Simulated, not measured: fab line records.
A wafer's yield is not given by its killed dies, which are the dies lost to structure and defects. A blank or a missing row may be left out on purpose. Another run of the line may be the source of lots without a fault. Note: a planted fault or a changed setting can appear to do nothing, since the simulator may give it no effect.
A struck lot beside a sound one + flow n5_finfet + 38 out of 1938 route steps
Sound: wafers L844.1, L844.2, L844.6. Struck: wafers L859.3, L859.6. (L859.2 of the same lot was not struck and is left out.) The cause comes at the end.
Order at every step that has rows: each side's tool, ch and its chambers, its first start. Under that, the readings that differ: sound wafers + struck wafers + difference of the means + sigmas: that difference in standard deviations of wafers without a fault.
alike: a reading whose means differ by less than 2 such deviations, as well as words and numbers matching on both sides. not compared: withheld readings; readings where some wafer has no value; bounds like >300 that might hide an equal value; numbers whose values overlap and for which the record gives no deviation.
Wherever a step has rows on one side only, a row that says differs or no value, or a row with sigmas, the two part there. Numbers that have no deviation but don't overlap get no sigmas and don't part them. A reading missing from all wafers of one side parts the sides only when that side holds two or more wafers.

first, 9 steps without rows for these wafers: N5_HKMG_FIN_DEVELOP_11 (develop time 30 s); N5_HKMG_FIN_DESCUM_17 (chemistry O2, time 7.9 s); N5_HKMG_FIN_ETCH_31 (etches SiARC in CF4, target depth 45.5 nm, time 75.8 s); N5_HKMG_FIN_ETCH_32 (etches SOC in N2/H2, target depth 240 nm, time 300 s); N5_HKMG_FIN_STRIP_33 (strips in N2/H2); N5_HKMG_FIN_STRIP_34 (strips in CF4); N5_HKMG_FIN_ETCH_35 (etches SOC in N2/H2, target depth 215.8 nm, time 243.4 s); N5_HKMG_FIN_STRIP_92 (strips SOC in N2/H2, time 20 s); N5_HKMG_FIN_WET_ETCH_18 (etches TiN in SC1, time 55 s, target depth 5.2 nm, rinse time 30 s).
N5_HKMG_FIN_STRIP_19: strips in N2/H2, time 360 s.
  sound on plasma_asher-01 ch 0,1, day 5 09:18; struck on plasma_asher-01 ch 0, day 9 09:01
  alike: drypump_motor_current_A, heater_power_w
  not compared: rf_hours_counter_h
then, 27 steps without rows for these wafers: N5_HKMG_FIN_ALD_91 (deposits TiN, target thk 1 nm, pulse time 1 s, purge time 3 s); N5_HKMG_FIN_COAT_85 (time 60 s, resist thk 300 nm); N5_HKMG_FIN_ETCH_86 (etches SOC in N2/H2, stops on TiN, target depth 393.2 nm); N5_HKMG_FIN_STRIP_89 (strips SOC in N2/H2, time 20 s); N5_HKMG_FIN_WET_ETCH_87 (etches TiN in SC1, time 154.2 s, target depth 4.7 nm, rinse time 30 s); N5_HKMG_FIN_STRIP_88 (strips in N2/H2, time 360 s); N5_HKMG_FIN_NWFM_ALD_20 (deposits TiAlC, target thk 2 nm, pulse time 3 s, purge time 2 s); N5_HKMG_FIN_ALD_71 (deposits TiN, target thk 1 nm, pulse time 1 s, purge time 3 s); N5_HKMG_FIN_COAT_66 (time 60 s, resist thk 300 nm); N5_HKMG_FIN_ETCH_67 (etches SOC in N2/H2, stops on TiN, target depth 388.9 nm); N5_HKMG_FIN_STRIP_90 (strips SOC in N2/H2, time 20 s); N5_HKMG_FIN_WET_ETCH_73 (etches the open film in SC1, time 42.3 s, target depth 1.3 nm, rinse time 30 s); N5_HKMG_FIN_ETCHBACK_68 (etches the open film in Cl2/Ar, stops on HfO2, target depth 0.5 nm); N5_HKMG_FIN_STRIP_69 (strips in N2/H2, time 360 s); N5_HKMG_FIN_ALD_21 (deposits TiN, target thk 1.5 nm, pulse time 1 s, purge time 3 s); N5_HKMG_FIN_ALD_72 (deposits W, target thk 2 nm, pulse time 1 s, purge time 2 s); N5_HKMG_FIN_W_FILL_22 (material W, target thk 60 nm, time 18.2 s); N5_HKMG_FIN_PRECLEAN_83 (cleans in DIW, time 57.5 s); N5_HKMG_FIN_SRD_84 (dry time 32 s); N5_HKMG_FIN_CMP_23 (polishes, stops on SiNx, t overpolish 10 s, target thk 46.326 nm); N5_HKMG_FIN_CMP_94 (polishes, stops on SiNx, t overpolish 4.7 s, target thk 43.299 nm); N5_GATE_CUT_ETCHBACK_00 (etches W in SF6/Cl2); N5_GATE_CUT_ETCH_56 (etches TiN in Cl2/Ar, target depth 21.6 nm); N5_GATE_CUT_ETCHBACK_30 (etches TiN in Cl2/Ar, target depth 3 nm); N5_GATE_CUT_VAPOR_ETCH_60 (etches HfO2 in BCl3/Cl2); N5_GATE_CUT_ETCH_58 (etches SiNx in CH3F/O2, target depth 17 nm, time 128.6 s); N5_GATE_CUT_STRIP_59 (strips in N2/H2, time 20 s).
-- the record jumps here: 8 days lie between the struck wafers' starts before and after (it left off in module GATE_CUT and takes up again in module PASSIVATION, whose first step shown is number 1936 of the route) --
N5_PASSIVATION_PROBE_49:
  the record has rows for the struck wafers here (prober-02, day 17 09:51) and none for the sound ones

== WHERE THEY PART ==
At N5_PASSIVATION_PROBE_49 and nowhere else, as far as this record goes.

WHY: whatever the simulator had introduced
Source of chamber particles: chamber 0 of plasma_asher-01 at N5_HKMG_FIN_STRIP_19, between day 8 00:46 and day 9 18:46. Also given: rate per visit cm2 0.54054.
